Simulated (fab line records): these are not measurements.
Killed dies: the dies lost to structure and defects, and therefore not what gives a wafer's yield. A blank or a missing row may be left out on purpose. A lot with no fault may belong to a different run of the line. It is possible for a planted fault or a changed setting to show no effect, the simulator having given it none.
fab line records	flow nand_harc
record: lots: 24	wafers: 72	last_day: 34
route steps=1302 shown A_STAIRCASE@808
lots that met no fault: taken from a fault-free run of the same line
start_h: start of the lot's first displayed wafer, in hours after the record's first day	wait_h: hours elapsed since this lot's preceding step	" unchanged from the row above	L1.1+2: a single row standing in for several wafers	- no value, or no start given	* or withheld: withheld	< > ~ a bound
route shown NAME@n: NAME is a module with steps in the file, n the number in the route of the first one	usual: mean and standard deviation over wafers with no fault	same: alike in all rows	chamber/n: place in a boat	sites: each site's reading	_std_site: how widely they spread, as a standard deviation	_edge_site: outer sites' mean less inner sites'	radius_mm: for every site, how far away it sits from the centre of the wafer	mask NAME#n: copy n	behind: the last tool/chamber to shape the wafer	hold: the reason the lot was held/the length of the hold in hours/how it ended	device: whichever transistor did not switch (one of n, p or np)	end of line: at the end of the route, the tests of the same wafers	for a step that has no rows: nothing shown but its recipe	killed: count of dies lost to structure and defects at first sort (not the wafer's yield)	map: a wafer's dies, marking killed ones x, the rest . and places with no die _
set.NAME: the setting that was run; set.NAME@STEP: the one run at that earlier step	model.NAME: the simulator's own value behind a step, which no gauge read
a sample of lots followed through the steps of the route, with each step as a table and each wafer as a row
services: a tool's chamber out of use, with start hour (start_h, from the record's first day; less than 0 if before it), hours out, and reason
== steps ==
step: NHARC_A_STAIRCASE_ETCH_292
recipe: cf4_flow_sccm: 100	chf3_flow_sccm: 30	ar_flow_sccm: 0	rf_w: 500	bias_w: 200	chemistry: CF4/CHF3
usual: bias_w: 200.0/0.64	drypump_motor_current_A: 6.14/0.27	oes_product_au: 0.934/0.021	rf_vpp_V: 370.8/2.7	showerhead_plenum_p_Torr: 1.58/0.079	throttle_valve_pct: 16.804/0.009
lot.wafer	tool	chamber	start_h	wait_h	bias_w	drypump_motor_current_A	oes_product_au	rf_hours_counter_h	rf_vpp_V	showerhead_plenum_p_Torr	throttle_valve_pct
L074.2	rie_diel-05	0	364.15	0.1	199.9	5.85	0.942	44	369.9	1.55	16.809
L074.6	"	2	"	"	199.8	6.11	0.924	-	368.9	1.51	16.824
L074.5	"	3	"	"	200.5	6.40	0.926	-	365.7	1.46	16.807
L075.2	rie_diel-08	1	383.90	0.1	199.5	5.92	0.967	0	373.9	1.68	16.809
L075.5	"	0	"	"	200.6	6.39	0.959	-	372.8	1.59	16.804
L075.6	"	1	"	"	199.8	5.93	0.973	-	376.7	1.68	16.793
L076.1	rie_diel-08	2	404.33	0.1	200.1	6.31	0.922	7	375.3	1.70	16.798
L076.2	"	1	"	"	200.5	5.94	0.928	8	373.6	1.68	16.779
L076.6	"	2	"	"	200.3	6.32	0.915	-	375.0	1.70	16.804
L077.1	rie_diel-09	1	413.21	0.1	200.0	5.54	0.926	26	372.6	1.66	16.791
L077.3	"	2	"	"	199.9	6.29	0.922	28	370.4	1.50	16.805
L077.5	"	0	"	"	200.3	6.41	0.932	-	367.3	1.49	16.820
L078.3	rie_diel-09	1	415.20	0.1	199.4	5.54	0.916	28	373.8	1.66	16.810
L078.2	"	2	"	"	200.4	6.32	0.920	29	367.8	1.50	16.811
L078.4	"	0	"	"	200.4	6.41	0.921	27	368.2	1.49	16.813
L079.3	rie_diel-05	0	427.76	0.1	200.3	5.82	0.969	6	370.9	1.54	16.795
L079.2	"	2	"	"	198.5	6.12	0.952	4	366.4	1.51	16.808
L079.4	"	2	"	"	199.5	6.14	0.947	-	367.8	1.51	16.820
L080.3	rie_diel-08	1	441.40	0.1	200.8	5.92	0.934	21	373.9	1.68	16.792
L080.5	"	1	"	"	200.0	5.91	0.928	-	373.7	1.68	16.804
L080.6	"	2	"	"	199.8	6.31	0.915	-	372.7	1.69	16.783
L081.4	rie_diel-09	2	445.16	0.1	200.2	6.30	0.977	36	368.2	1.50	16.795
L081.5	"	1	"	"	200.7	5.53	0.978	-	374.6	1.66	16.796
L081.6	"	2	"	"	199.9	6.27	0.978	-	367.1	1.50	16.794
L082.1	rie_diel-08	3	463.37	0.1	199.3	6.29	0.913	22	369.9	1.51	16.802
L082.4	"	1	"	"	200.3	5.92	0.926	29	372.9	1.68	16.793
L082.2	"	2	"	"	200.4	6.31	0.917	25	375.2	1.69	16.794
L083.3	rie_diel-05	2	470.38	0.1	199.1	6.11	0.908	22	367.0	1.50	16.801
L083.2	"	1	"	"	199.7	6.05	0.914	21	368.4	1.53	16.804
L083.6	"	1	"	"	198.9	6.05	0.911	-	369.6	1.53	16.797
L085.1	rie_diel-09	3	488.50	0.1	199.3	5.99	0.928	54	373.7	1.63	16.808
L085.3	"	0	"	"	200.4	6.39	0.928	52	367.6	1.49	16.815
L085.6	"	2	"	"	199.4	6.25	0.919	-	368.3	1.50	16.806
L084.2	rie_diel-08	3	493.72	0.4	199.3	6.28	0.918	32	368.5	1.51	16.804
L084.4	"	3	"	"	200.2	6.28	0.918	-	367.7	1.51	16.810
L084.5	"	2	"	"	200.1	6.33	0.922	-	374.6	1.69	16.825
L086.4	rie_diel-09	2	494.32	0.1	199.4	6.29	0.911	52	368.9	1.49	16.797
L086.2	"	3	"	"	199.5	5.97	0.914	58	371.5	1.63	16.821
L086.5	"	2	"	"	200.0	6.28	0.911	-	368.9	1.50	16.808
L087.3	rie_diel-08	3	515.84	0.1	200.4	6.27	0.924	40	367.2	1.51	16.795
L087.1	"	1	"	"	200.8	5.92	0.939	44	373.6	1.67	16.806
L087.4	"	2	"	"	200.6	6.30	0.916	45	375.3	1.69	16.808
L088.1	rie_diel-09	2	518.32	0.1	200.8	6.30	0.969	5	368.3	1.49	16.814
L088.6	"	0	"	"	200.4	6.38	0.992	-	367.7	1.48	16.811
L088.5	"	1	"	"	200.8	5.53	0.988	-	373.4	1.66	16.804
L089.1	rie_diel-05	2	527.03	0.1	199.1	6.12	0.927	40	368.0	1.50	16.809
L089.4	"	3	"	"	201.2	6.39	0.917	41	374.5	1.69	16.810
L089.5	"	1	"	"	200.0	6.08	0.923	-	367.2	1.52	16.794
L090.1	rie_diel-08	0	529.02	0.1	200.3	6.44	0.915	52	370.6	1.57	16.817
L090.4	"	1	"	"	199.6	5.92	0.919	48	373.2	1.67	16.809
L090.6	"	0	"	"	200.6	6.43	0.922	-	371.6	1.57	16.809
L092.4	rie_diel-09	0	548.68	0.1	199.7	6.39	0.934	10	367.9	1.48	16.802
L092.2	"	1	"	"	199.6	5.54	0.925	11	373.3	1.65	16.798
L092.5	"	1	"	"	199.5	5.56	0.929	-	371.8	1.65	16.810
L091.3	rie_diel-05	2	550.50	0.1	200.0	6.12	0.924	48	367.2	1.50	16.797
L091.2	"	3	"	"	200.3	6.38	0.922	48	374.8	1.69	16.803
L091.6	"	2	"	"	199.5	6.11	0.924	-	367.5	1.50	16.805
L093.4	rie_diel-09	3	572.75	0.1	199.5	5.98	0.933	19	372.4	1.62	16.813
L093.6	"	0	"	"	201.0	6.42	0.931	-	368.2	1.48	16.799
L093.5	"	1	"	"	199.5	5.56	0.933	-	372.2	1.65	16.797
L094.1	rie_diel-05	0	583.50	0.1	200.1	5.82	0.984	48	369.6	1.53	16.793
L094.4	"	2	"	"	199.2	6.13	0.965	56	369.4	1.49	16.807
L094.6	"	0	"	"	199.0	5.82	0.981	-	369.1	1.53	16.805
L095.3	rie_diel-08	0	590.90	0.1	200.8	6.41	0.919	10	369.5	1.57	16.796
L095.1	"	2	"	"	199.8	6.30	0.921	10	374.9	1.68	16.789
L095.6	"	1	"	"	200.7	5.94	0.935	-	373.3	1.67	16.796
L096.1	rie_diel-08	2	600.75	0.1	199.5	6.34	0.934	14	374.2	1.68	16.794
L096.4	"	3	"	"	200.3	6.28	0.946	15	368.5	1.50	16.796
L096.6	"	0	"	"	200.8	6.41	0.924	-	370.6	1.57	16.801
L097.3	rie_diel-09	0	633.10	0.1	199.3	6.39	0.932	38	367.9	1.48	16.797
L097.2	"	1	"	"	199.8	5.56	0.934	38	372.4	1.65	16.810
L097.5	"	0	"	"	199.5	6.40	0.916	-	368.5	1.48	16.805
step: NHARC_A_STAIRCASE_HM_DEP_462
recipe: target_thk_a: 8000	temp_c: 400	material: aC
usual: throttle_valve_pct: 35.000/0.0088
lot.wafer	tool	chamber	start_h	wait_h	throttle_valve_pct
L074.2	acl_dep-01	0	367.71	1.5	34.978
L074.5	"	0	"	"	34.996
L074.6	"	0	"	"	35.004
L075.2	acl_dep-01	0	386.34	0.4	34.988
L075.5	"	0	"	"	35.003
L075.6	"	0	"	"	34.994
L076.1	acl_dep-03	0	408.92	2.4	35.000
L076.2	"	0	"	"	34.998
L076.6	"	0	410.45	4.0	34.997
L077.1	acl_dep-01	0	415.51	0.1	34.991
L077.3	"	0	"	"	34.995
L077.5	"	0	"	"	34.990
L078.2	acl_dep-01	0	417.68	0.4	35.002
L078.3	"	0	"	"	34.999
L078.4	"	0	"	"	34.994
L079.2	acl_dep-01	0	430.88	0.7	35.003
L079.3	"	0	"	"	35.001
L079.4	"	0	"	"	35.000
L080.3	acl_dep-02	0	445.25	1.8	35.006
L080.5	"	0	"	"	34.999
L080.6	"	0	"	"	35.016
L081.4	acl_dep-01	0	448.23	1.0	34.992
L081.5	"	0	"	"	34.998
L081.6	"	0	"	"	34.998
L082.1	acl_dep-03	0	465.55	0.1	35.006
L082.2	"	0	"	"	35.001
L082.4	"	0	"	"	34.992
L083.2	acl_dep-02	0	473.16	0.4	35.025
L083.3	"	0	"	"	35.008
L083.6	"	0	"	"	34.993
L085.1	acl_dep-01	0	493.23	2.6	34.981
L085.3	"	0	"	"	35.018
L085.6	"	0	"	"	34.996
L086.2	acl_dep-01	0	496.81	0.4	34.994
L086.4	"	0	"	"	34.994
L086.5	"	0	"	"	34.988
L084.2	acl_dep-02	0	498.12	1.7	34.999
L084.4	"	0	"	"	34.992
L084.5	"	0	"	"	34.990
L087.1	acl_dep-03	0	518.02	0.1	35.003
L087.3	"	0	"	"	35.009
L087.4	"	0	"	"	34.995
L088.1	acl_dep-03	0	522.01	1.6	35.004
L088.5	"	0	523.22	2.8	34.992
L088.6	"	0	"	"	34.998
L089.1	acl_dep-03	0	530.93	1.8	35.002
L089.4	"	0	"	"	34.999
L089.5	"	0	"	"	34.996
L090.1	acl_dep-03	0	532.79	1.5	34.990
L090.4	"	0	"	"	34.996
L090.6	"	0	"	"	34.996
L092.2	acl_dep-02	0	551.23	0.4	35.010
L092.4	"	0	"	"	35.006
L092.5	"	0	"	"	35.017
L091.2	acl_dep-03	0	559.35	6.8	34.996
L091.3	"	0	"	"	35.014
L091.6	"	0	"	"	35.026
L093.4	acl_dep-01	0	579.47	4.7	34.994
L093.5	"	0	"	"	35.013
L093.6	"	0	"	"	35.003
L094.1	acl_dep-02	0	585.66	0.1	34.999
L094.4	"	0	"	"	34.982
L094.6	"	0	"	"	34.988
L095.1	acl_dep-03	0	596.53	3.3	34.999
L095.3	"	0	"	"	34.999
L095.6	"	0	"	"	35.010
L096.1	acl_dep-03	0	602.89	0.1	34.994
L096.4	"	0	"	"	35.005
L096.6	"	0	"	"	34.996
L097.2	acl_dep-01	0	635.65	0.4	34.993
L097.3	"	0	"	"	35.013
L097.5	"	0	"	"	35.000
step: NHARC_A_STAIRCASE_DEP_417
recipe: target_thk_a: 600	step_coverage_pct: 20	temp_c: 400	target_thk_nm: 60	flow_sccm: 200	rf_w: 450	material: Si3N4
usual: heater_power_outer_w: 418/66	heater_power_w: 697/69
lot.wafer	tool	chamber	start_h	wait_h	heater_power_outer_w	heater_power_w
L074.2	pecvd-02	2	374.91	-	446	754
L074.6	"	1	"	"	384	645
L074.5	"	2	"	"	453	768
L075.2	pecvd-01	2	392.95	-	398	680
L075.6	"	0	"	"	374	691
L075.5	"	1	"	"	353	681
L076.2	pecvd-03	2	416.13	-	530	790
L076.1	"	0	"	"	348	621
L076.6	"	0	"	"	352	627
L078.2	pecvd-02	1	425.20	-	409	682
L078.3	"	2	"	"	406	684
L078.4	"	0	"	"	375	604
L077.1	pecvd-01	2	425.25	-	408	709
L077.3	"	0	"	"	337	640
L077.5	"	0	"	"	336	626
L079.2	pecvd-01	0	437.54	-	420	716
L079.4	"	0	"	"	414	727
L079.3	"	2	"	"	465	743
L080.3	pecvd-02	1	451.67	-	397	674
L080.5	"	1	"	"	395	664
L080.6	"	2	"	"	445	717
L081.5	pecvd-03	2	454.69	-	563	849
L081.4	"	0	"	"	398	675
L081.6	"	1	"	"	333	580
L082.2	pecvd-03	0	472.94	-	399	668
L082.1	"	1	"	"	344	603
L082.4	"	2	"	"	533	797
L083.2	pecvd-03	1	480.11	-	386	625
L083.3	"	0	"	"	330	579
L083.6	"	1	"	"	372	649
L085.1	pecvd-03	0	500.73	-	420	719
L085.3	"	1	"	"	384	668
L085.6	"	1	"	"	372	649
L086.2	pecvd-02	2	504.37	-	381	641
L086.5	"	1	"	"	406	678
L086.4	"	2	"	"	394	649
L084.2	pecvd-03	2	506.10	-	520	773
L084.5	"	2	"	"	526	788
L084.4	"	0	"	"	426	713
L087.1	pecvd-02	0	525.12	-	418	666
L087.3	"	1	"	"	408	650
L087.4	"	2	"	"	405	680
L088.1	pecvd-03	1	528.98	-	401	703
L088.6	"	2	"	"	508	738
L088.5	"	0	"	"	385	674
L089.1	pecvd-03	2	539.01	-	525	771
L089.5	"	1	"	"	404	680
L089.4	"	0	"	"	408	713
L090.1	pecvd-03	1	542.75	-	358	631
L090.6	"	2	"	"	528	779
L090.4	"	0	"	"	384	671
L092.2	pecvd-01	1	557.91	-	423	740
L092.5	"	2	"	"	447	746
L092.4	"	0	"	"	409	739
L091.3	pecvd-02	2	565.96	-	451	713
L091.2	"	0	"	"	428	683
L091.6	"	1	"	"	377	620
L093.4	pecvd-01	0	590.05	-	383	692
L093.5	"	1	"	"	382	711
L093.6	"	2	"	"	444	740
L094.1	pecvd-03	2	592.75	-	552	795
L094.4	"	0	"	"	388	685
L094.6	"	1	"	"	312	584
L095.1	pecvd-02	0	603.45	-	482	725
L095.3	"	2	"	"	421	718
L095.6	"	2	"	"	421	738
L096.1	pecvd-01	2	609.89	-	458	749
L096.6	"	1	"	"	404	764
L096.4	"	0	"	"	361	659
L097.2	pecvd-03	0	642.33	-	421	707
L097.3	"	2	"	"	571	864
L097.5	"	1	"	"	389	689
step: NHARC_A_STAIRCASE_ALD_420
recipe: target_thk_a: 200	pulse_time_s: 6	ald_cycles: 200	temp_c: 300	material: SiO2
usual: heater_power_outer_w: 256/36	heater_power_w: 453/55	precursor_pulse_height_rel: 1.000/0.02
lot.wafer	tool	chamber	start_h	wait_h	heater_power_outer_w	heater_power_w	precursor_pulse_height_rel
L074.2	ald_hk-02	1	377.73	-	216	391	1.020
L074.6	"	0	"	"	236	435	0.985
L074.5	"	1	"	"	214	384	0.991
L075.2	ald_hk-02	0	395.97	-	235	438	0.976
L075.5	"	2	"	"	244	430	0.992
L075.6	"	3	"	"	226	398	1.033
L076.2	ald_hk-04	2	418.85	-	220	391	0.988
L076.1	"	3	"	"	230	465	1.026
L076.6	"	3	"	"	227	456	1.008
L078.2	ald_hk-04	3	427.92	-	227	463	1.021
L078.4	"	1	"	"	273	473	0.988
L078.3	"	2	"	"	211	380	0.981
L077.3	ald_hk-01	1	428.07	-	267	478	1.005
L077.1	"	3	"	"	292	520	0.973
L077.5	"	1	"	"	272	476	1.019
L079.2	ald_hk-02	1	441.50	-	219	396	1.011
L079.4	"	2	"	"	248	442	1.034
L079.3	"	0	"	"	241	437	0.982
L080.3	ald_hk-02	1	458.23	-	216	389	1.015
L080.6	"	1	"	"	209	393	1.002
L080.5	"	2	"	"	247	446	0.988
L081.4	ald_hk-04	0	458.72	-	333	570	0.975
L081.5	"	1	"	"	264	430	0.991
L081.6	"	2	"	"	216	384	1.048
L082.4	ald_hk-02	1	475.76	-	215	395	0.992
L082.2	"	2	"	"	249	447	0.977
L082.1	"	3	"	"	226	399	0.974
L083.3	ald_hk-04	3	482.84	-	233	449	1.000
L083.2	"	2	"	"	216	380	1.020
L083.6	"	0	"	"	334	564	1.022
L085.3	ald_hk-04	1	503.45	-	256	437	0.979
L085.1	"	2	"	"	218	398	0.998
L085.6	"	1	"	"	263	422	1.014
L086.2	ald_hk-01	0	507.04	-	247	445	1.000
L086.4	"	3	"	"	299	520	0.994
L086.5	"	1	"	"	281	466	0.987
L084.2	ald_hk-01	2	509.26	-	239	405	0.993
L084.4	"	3	"	"	288	528	0.982
L084.5	"	1	"	"	267	494	0.993
L087.3	ald_hk-01	2	528.74	-	241	388	1.015
L087.1	"	3	"	"	295	533	0.981
L087.4	"	0	"	"	244	437	0.984
L088.1	ald_hk-01	2	532.23	0.6	242	402	1.017
L088.5	"	3	"	"	295	519	1.011
L088.6	"	0	"	"	252	455	0.997
L089.4	ald_hk-01	0	541.93	-	247	439	1.027
L089.1	"	3	"	"	295	527	1.036
L089.5	"	1	"	"	269	473	1.009
L090.1	ald_hk-04	1	545.53	-	261	448	1.014
L090.4	"	2	"	"	218	386	1.002
L090.6	"	0	"	"	338	571	0.991
L092.2	ald_hk-04	1	560.79	-	260	453	0.996
L092.4	"	2	"	"	212	401	0.998
L092.5	"	0	"	"	343	579	0.983
L091.2	ald_hk-01	1	568.67	-	269	477	0.982
L091.3	"	3	"	"	284	533	1.023
L091.6	"	1	"	"	269	465	1.037
L093.4	ald_hk-04	3	593.61	-	229	454	1.014
L093.6	"	1	"	"	259	446	0.962
L093.5	"	2	"	"	221	396	0.981
L094.4	ald_hk-01	3	595.49	-	292	526	1.025
L094.1	"	0	"	"	250	452	1.026
L094.6	"	0	"	"	244	444	0.984
L095.3	ald_hk-04	0	606.16	-	348	570	0.975
L095.1	"	2	"	"	216	384	1.009
L095.6	"	1	"	"	265	436	1.035
L096.4	ald_hk-01	2	615.44	-	245	404	1.031
L096.1	"	3	"	"	293	505	1.021
L096.6	"	1	"	"	269	477	1.025
L097.3	ald_hk-04	0	645.18	-	335	552	1.007
L097.2	"	2	"	"	223	398	0.981
L097.5	"	3	"	"	228	448	0.975
step: NHARC_A_STAIRCASE_STRIP_446
recipe: power_w: 1500	temp_c: 250	chemistry: O2
usual: drypump_motor_current_A: 6.0/0.62	heater_power_w: 350/37
lot.wafer	tool	chamber	start_h	wait_h	drypump_motor_current_A	heater_power_w	rf_hours_counter_h
L074.2	plasma_asher-02	0	422.39	0.1	5.1	351	36
L074.6	"	1	"	"	6.3	315	-
L074.5	"	0	"	"	5.1	349	-
L075.2	plasma_asher-02	0	443.55	0.1	5.1	350	2
L075.6	"	1	"	"	6.3	298	-
L075.5	"	0	"	"	5.1	353	-
L076.2	plasma_asher-02	1	458.55	0.0	6.3	298	5
L076.1	"	0	"	"	5.1	347	5
L076.6	"	1	"	"	6.3	301	-
L078.2	plasma_asher-02	1	469.68	0.0	6.3	303	8
L078.3	"	1	"	"	6.3	303	-
L078.4	"	0	"	"	5.1	347	-
L077.1	plasma_asher-02	1	470.85	0.1	6.3	300	9
L077.3	"	0	"	"	5.1	354	-
L077.5	"	1	"	"	6.3	292	-
L079.2	plasma_asher-02	0	482.42	0.1	5.1	346	11
L079.4	"	1	"	"	6.3	294	-
L079.3	"	0	"	"	5.1	349	-
L080.3	plasma_asher-01	0	495.96	0.4	6.7	389	-
L080.5	"	1	"	"	6.4	368	-
L080.6	"	0	"	"	6.6	384	-
L081.4	plasma_asher-02	0	495.97	0.3	5.1	350	-
L081.6	"	0	"	"	5.1	352	-
L081.5	"	1	"	"	6.3	296	-
L082.2	plasma_asher-02	1	515.22	0.0	6.3	304	17
L082.1	"	0	"	"	5.1	355	17
L082.4	"	0	"	"	5.1	354	-
L083.2	plasma_asher-02	0	524.27	0.4	5.1	357	20
L083.3	"	0	"	"	5.1	351	-
L083.6	"	0	"	"	5.1	349	-
L086.2	plasma_asher-01	0	540.25	0.1	6.6	371	2
L086.4	"	0	"	"	6.6	375	-
L086.5	"	0	"	"	6.7	373	-
L085.1	plasma_asher-01	0	540.54	0.2	6.7	373	2
L085.3	"	1	"	"	6.4	398	-
L085.6	"	0	"	"	6.7	367	-
L084.2	plasma_asher-01	1	540.82	0.4	6.4	394	3
L084.4	"	1	"	"	6.4	402	-
L084.5	"	1	"	"	6.4	393	-
L087.1	plasma_asher-01	1	564.14	0.1	6.4	400	7
L087.3	"	0	"	"	6.7	375	-
L087.4	"	1	"	"	6.4	393	-
L088.1	plasma_asher-02	1	564.25	0.1	6.3	295	30
L088.6	"	0	"	"	5.1	356	-
L088.5	"	1	"	"	6.3	304	-
L089.1	plasma_asher-01	0	582.29	0.0	6.7	379	10
L089.4	"	0	"	"	6.7	384	-
L089.5	"	0	"	"	6.7	378	-
L090.1	plasma_asher-02	1	582.68	0.3	6.3	308	34
L090.4	"	1	"	"	6.3	303	-
L090.6	"	1	"	"	6.3	304	-
L092.2	plasma_asher-01	0	606.32	0.1	6.7	376	15
L092.4	"	1	"	"	6.4	397	-
L092.5	"	0	"	"	6.6	373	-
L091.2	plasma_asher-01	0	611.11	0.0	6.7	376	16
L091.3	"	1	"	"	6.4	403	-
L091.6	"	1	"	"	6.4	408	-
L094.1	plasma_asher-02	0	631.75	0.1	5.1	373	4
L094.4	"	1	"	"	6.3	296	-
L094.6	"	1	"	"	6.3	296	-
L093.4	plasma_asher-01	1	631.98	0.1	6.4	403	-
L093.6	"	1	"	"	6.4	400	-
L093.5	"	0	"	"	6.6	376	-
L095.1	plasma_asher-02	0	648.97	0.0	5.2	357	8
L095.3	"	0	"	"	5.1	358	-
L095.6	"	0	"	"	5.1	362	-
L096.1	plasma_asher-02	1	658.65	0.1	6.3	302	11
L096.4	"	1	"	"	6.3	309	-
L096.6	"	1	"	"	6.3	294	-
L097.2	plasma_asher-02	1	685.98	0.2	6.3	302	17
L097.3	"	1	"	"	6.3	295	-
L097.5	"	1	"	"	6.3	306	-
step: NHARC_A_STAIRCASE_STRIP_475
recipe: time_s: 20	o2_flow_sccm: 500	ar_flow_sccm: 0	bias_w: 0	chemistry: O2
usual: drypump_motor_current_A: 6.16/0.25	oes_product_au: 1.000/0.0081	rf_vpp_V: 57.9/0.94	showerhead_plenum_p_Torr: 3.55/0.17	throttle_valve_pct: 17.036/0.0086
same: bias_w: 0
lot.wafer	tool	chamber	start_h	wait_h	drypump_motor_current_A	oes_product_au	rf_hours_counter_h	rf_vpp_V	showerhead_plenum_p_Torr	throttle_valve_pct
L074.2	rie_diel-05	2	-	-	6.12	0.991	4	58.4	3.38	17.035
L074.5	"	1	"	"	6.09	1.000	-	57.8	3.44	17.043
L074.6	"	2	"	"	6.13	0.991	-	58.6	3.38	17.037
L075.2	rie_diel-05	2	-	-	6.13	1.006	11	58.8	3.38	17.045
L075.5	"	0	"	"	5.80	1.001	-	58.2	3.46	17.025
L075.6	"	1	"	"	6.06	0.998	-	58.8	3.43	17.040
L076.2	rie_diel-08	2	-	-	6.34	0.992	24	59.2	3.79	17.036
L076.1	"	3	"	"	6.30	0.987	21	57.8	3.39	17.046
L076.6	"	1	"	"	5.95	1.004	-	58.9	3.76	17.051
L078.2	rie_diel-08	1	-	-	5.94	1.002	34	58.9	3.75	17.026
L078.4	"	2	"	"	6.33	0.985	30	59.3	3.79	17.020
L078.3	"	0	"	"	6.45	0.998	34	56.1	3.54	17.031
L077.1	rie_diel-05	2	472.76	0.2	6.13	1.002	23	56.2	3.37	17.034
L077.3	"	1	"	"	6.07	0.990	22	59.0	3.43	17.046
L077.5	"	1	"	"	6.06	0.982	-	56.3	3.43	17.031
L079.2	rie_diel-05	1	-	-	6.08	0.994	25	57.6	3.42	17.033
L079.4	"	3	"	"	6.42	0.987	24	58.3	3.79	17.035
L079.3	"	0	"	"	5.82	1.010	14	57.2	3.46	17.047
L080.3	rie_diel-05	3	-	-	6.40	0.992	29	57.1	3.79	17.050
L080.6	"	1	"	"	6.08	0.991	-	58.3	3.42	17.038
L080.5	"	2	"	"	6.13	0.996	-	57.9	3.37	17.028
L081.5	rie_diel-08	0	497.87	0.1	6.45	0.991	-	57.8	3.54	17.043
L081.4	"	2	"	"	6.34	0.992	-	58.5	3.79	17.036
L081.6	"	3	"	"	6.29	0.992	-	59.8	3.38	17.035
L082.2	rie_diel-09	2	-	-	6.27	0.989	5	56.2	3.35	17.025
L082.1	"	3	"	"	6.01	1.012	5	58.6	3.64	17.022
L082.4	"	0	"	"	6.39	1.003	3	55.5	3.33	17.030
L083.2	rie_diel-08	1	-	-	5.93	1.015	48	57.7	3.74	17.043
L083.3	"	2	"	"	6.33	1.004	49	58.6	3.78	17.039
L083.6	"	2	"	"	6.34	0.990	-	58.7	3.78	17.033
L086.4	rie_diel-08	2	-	-	6.32	1.000	53	58.4	3.78	17.038
L086.2	"	1	"	"	5.95	1.002	53	58.6	3.74	17.039
L086.5	"	3	"	"	6.31	0.997	-	56.9	3.38	17.044
L085.3	rie_diel-09	1	-	-	5.57	1.006	9	57.7	3.71	17.028
L085.1	"	2	"	"	6.33	0.985	14	57.7	3.35	17.035
L085.6	"	3	"	"	6.03	1.002	-	58.7	3.63	17.032
L084.4	rie_diel-08	3	-	-	6.30	1.008	50	56.0	3.38	17.041
L084.2	"	0	"	"	6.45	1.000	59	57.0	3.53	17.036
L084.5	"	0	"	"	6.42	1.005	-	57.6	3.53	17.028
L087.1	rie_diel-09	0	-	-	6.45	1.013	18	57.8	3.32	17.030
L087.4	"	1	"	"	5.56	1.004	18	57.5	3.70	17.036
L087.3	"	3	"	"	6.00	1.002	18	57.6	3.63	17.046
L088.1	rie_diel-05	3	-	-	6.42	0.991	54	57.5	3.78	17.029
L088.5	"	3	"	"	6.42	0.994	-	59.7	3.78	17.035
L088.6	"	0	"	"	5.85	1.012	-	56.4	3.44	17.017
L089.1	rie_diel-08	0	-	-	6.39	0.990	8	57.3	3.52	17.051
L089.4	"	2	"	"	6.32	0.991	9	57.5	3.77	17.032
L089.5	"	0	"	"	6.39	0.991	-	57.8	3.52	17.033
L090.1	rie_diel-08	1	-	-	5.95	1.014	7	57.3	3.74	17.026
L090.4	"	2	"	"	6.33	1.004	9	58.3	3.77	17.029
L090.6	"	0	"	"	6.44	1.002	-	57.4	3.52	17.040
L092.2	rie_diel-09	1	-	-	5.55	0.994	31	57.3	3.69	17.020
L092.4	"	2	"	"	6.29	1.006	34	58.2	3.34	17.033
L092.5	"	0	"	"	6.38	1.007	-	59.1	3.32	17.050
L091.3	rie_diel-09	2	-	-	6.30	0.998	36	59.3	3.33	17.044
L091.2	"	0	"	"	6.44	1.006	30	59.1	3.32	17.025
L091.6	"	2	"	"	6.28	0.998	-	57.2	3.33	17.031
L094.1	rie_diel-05	3	633.65	0.2	6.40	1.005	13	59.0	3.77	17.040
L094.4	"	0	"	"	5.85	0.995	-	57.5	3.44	17.054
L094.6	"	2	"	"	6.13	0.993	-	57.1	3.35	17.035
L093.4	rie_diel-09	3	-	-	5.99	0.999	40	58.4	3.62	17.043
L093.5	"	0	"	"	6.41	1.015	-	58.8	3.31	17.036
L093.6	"	1	"	"	5.54	1.007	-	58.4	3.69	17.031
L095.1	rie_diel-08	2	-	-	6.35	0.990	35	57.3	3.76	17.035
L095.3	"	3	"	"	6.27	1.015	32	58.0	3.36	17.015
L095.6	"	2	"	"	6.35	0.992	-	57.6	3.76	17.021
L096.1	rie_diel-08	1	-	-	5.95	1.018	38	59.5	3.72	17.036
L096.4	"	0	"	"	6.43	1.000	33	56.8	3.51	17.049
L096.6	"	2	"	"	6.33	0.988	-	58.4	3.75	17.045
L097.3	rie_diel-05	3	-	-	6.42	1.003	29	58.8	3.76	17.049
L097.2	"	0	"	"	5.85	1.004	26	57.3	3.43	17.036
L097.5	"	3	"	"	6.43	1.006	-	58.0	3.76	17.048
== services ==
tool	chamber	start_h	hours	kind
rie_diel-05	1	344.18	2.7	repair
pecvd-03	-	366.00	13.0	pm
rie_diel-08	-	370.21	9.0	pm
rie_diel-05	-	406.94	9.0	pm
rie_diel-08	3	412.08	4.3	repair
plasma_asher-02	-	426.00	9.0	pm
rie_diel-05	1	427.45	4.4	repair
rie_diel-05	0	450.35	27.5	repair
rie_diel-08	1	488.52	14.4	repair
rie_diel-09	-	498.03	9.0	pm
rie_diel-09	1	527.53	4.6	repair
pecvd-03	-	547.00	13.0	pm
rie_diel-08	-	547.21	9.0	pm
pecvd-03	-	575.09	3.0	repair
rie_diel-05	-	583.94	9.0	pm
pecvd-03	-	596.80	1.3	repair
plasma_asher-02	-	603.00	9.0	pm
rie_diel-08	3	608.46	5.6	repair
rie_diel-09	2	613.41	2.0	repair
rie_diel-08	0	613.68	2.7	repair
rie_diel-05	1	631.90	3.1	repair
rie_diel-08	-	671.24	1.1	repair
rie_diel-09	-	675.22	9.0	pm
rie_diel-08	-	685.94	0.4	repair
== key ==
fault none
